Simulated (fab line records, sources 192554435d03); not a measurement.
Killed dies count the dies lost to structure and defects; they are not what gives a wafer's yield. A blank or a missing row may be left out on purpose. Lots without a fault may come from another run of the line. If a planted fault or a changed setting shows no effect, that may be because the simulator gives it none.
Chamber matching | flow n5-finfet | N5_BEOL_M0_SAQP_STRIP_108 on rie-diel-04: 4 sister chambers
The step strips in N2/H2. 4 wafers are shown with their chamber, then 11 later ones without.

EACH WAFER AND ITS CHAMBER
wafer  | chamber | showerhead-plenum-p-Torr (Torr)
L084.1 | 3       | 3.24
L089.5 | 0       | 3.19
L089.6 | 1       | 3.20
L090.1 | 2       | 3.32

WAFERS WITHOUT THEIR CHAMBER
wafer  | showerhead-plenum-p-Torr (Torr)
L090.2 | 3.19
L090.3 | 3.20
L090.4 | 3.23
L090.5 | 3.32
L090.6 | 3.23
L091.1 | 3.23
L091.4 | 3.18
L091.5 | 3.18
L095.1 | 3.18
L095.5 | 3.32
L095.6 | 3.20

WHICH CHAMBER EACH ONE RAN IN
wafer  | from the rows above     | in truth
L090.2 | can't be placed: 0 or 1 | 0
L090.3 | can't be placed: 1 or 0 | 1
L090.4 | 3                       | 3
L090.5 | 2                       | 2
L090.6 | 3                       | 3
L091.1 | 3                       | 3
L091.4 | can't be placed: 0 or 1 | 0
L091.5 | can't be placed: 0 or 1 | 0
L095.1 | can't be placed: 0 or 1 | 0
L095.5 | 2                       | 2
L095.6 | can't be placed: 1 or 0 | 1
Correct placement for 5 of the 11. Unplaceable from these rows: 6, with the true chamber sitting among the candidates in 6. Number placed wrongly: 0.
How it was worked out, from the rows above alone: a wafer's distance from a chamber is the root of the sum, over the readings, of the square of ((its reading less the chamber's mean) divided by the reading's scatter). The wafer belongs to the nearest chamber; if the next one is less than 2 further off, it can't be placed. A chamber's mean is the mean of its shown wafers. The scatter: with one shown wafer a chamber, the root of the mean of the squares of how far each hidden wafer lies from its nearest shown one.
